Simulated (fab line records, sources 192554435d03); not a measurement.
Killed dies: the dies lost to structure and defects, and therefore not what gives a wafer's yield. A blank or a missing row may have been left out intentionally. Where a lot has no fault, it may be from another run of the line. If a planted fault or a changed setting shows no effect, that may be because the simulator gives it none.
Problem report, 8D (eight disciplines) form, completed by code :: flow n5-finfet :: the parts of the form that need people (team, actions taken, sign-off) are left out

== 1. WHAT WENT WRONG ==
At N5_SD_EPI_P_CD_MEAS_09, cd-nm averages 224.7 nm over 6 wafers from 2 lots, while fault-free wafers read 240.3 nm, standard deviation 0.76. Relative to the usual mean, that is a shift of -20 standard deviations.
The step: target cd 240 nm.
The first sign was on wafer L941.3 at day 7 04:09, on cd-sem-03. The record holds 27 wafers of 9 lots with a number at this step. The rule behind "out" and "out of limits": a value lying over 4 standard deviations away from the usual mean. The rest of the wafers with a number are treated as sound.

== 2. WHAT IT IS AND WHAT IT IS NOT ==
question: which readings at this step
is: cd-nm
is not: -

question: which lots
is: L941, L942
is not: L925, L927, L930, L935, L938, L940, L946

question: which wafers of those lots
is: all that have a number
is not: -

question: read on which gauges
is: cd-sem-02, cd-sem-03
is not: cd-sem-01

question: when
is: from day 7 04:09
is not: up to then (18 sound wafers); but 3 sound wafers of L946 came after

== 3. SUSPECTS, AND WHAT RULES EACH OUT ==
Counting: any tool at a process step up to the reading is kept as a suspect provided that every lot that is out went through it and no sound lot did after the first of them.
- the gauge at N5_SD_EPI_P_CD_MEAS_09 is ruled out. 2 gauges (cd-sem-02, cd-sem-03) read the wafers that are out.
- litho-track-04 at N5_SD_EPI_P_PEB_07 (peb time 60 s): kept. All lots that are out passed through it, beginning with L941 at day 7 04:05, and no sound lot followed; its final sound lot before that point was L935 at day 5 15:58. Its own readings are out on those wafers: heater-power-total-W.
The count leaves litho-track-04 at N5_SD_EPI_P_PEB_07.

== 4. THE CAUSE (what the simulator had put in) ==
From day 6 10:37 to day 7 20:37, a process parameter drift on litho-track-04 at N5_SD_EPI_P_PEB_07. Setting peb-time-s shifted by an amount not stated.
The count eliminated every tool but this one.

== 5. SEQUENCE OF EFFECTS, ordered by route ==
Each row: a reading where the mean over the struck wafers with a number is more than 3 standard deviations away from the usual. Only readings whose record carries a usual standard deviation are examined. hours: median over the lots of the time between each lot's start at the first step of this table that gives one and its start at this step. sigmas: the change, counted in usual standard deviations.
hours: 0
step: N5_SD_EPI_P_PEB_07
reading: heater-power-total-W
usual: 175.3 W
on struck wafers: 224.8
change: +49.5
sigmas: +29

hours: 0
step: N5_SD_EPI_P_CD_MEAS_09
reading: cd-nm
usual: 240.3 nm
on struck wafers: 224.7
change: -15.6
sigmas: -20
The process steps in it:
- N5_SD_EPI_P_PEB_07: peb time 60 s.
Readings that are blank on the struck wafers while sound wafers have them: plate-temp-C at N5_SD_EPI_P_PEB_07.
Later measuring or inspecting steps at which every struck wafer that the step has a row for has a number for every such reading, and none has moved that far: N5_SD_EPI_P_INSPECT_11, N5_BEOL_M4_RC_MEAS_101.

== 6. WHAT WOULD HAVE CAUGHT IT SOONER ==
18 hours passed between the start of the fault at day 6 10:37 and the first reading out of limits at a measuring or inspecting step in this record, taken at day 7 04:09.
Tool's own readings at N5_SD_EPI_P_PEB_07, heater-power-total-W: out on all struck wafers the step has rows for; an alarm limit on them would have tripped on the first.
Lots out: 2; of these, L942 started N5_SD_EPI_P_PEB_07 on litho-track-04 after day 7 04:09. It would have been spared by a hold on the tool at that moment.
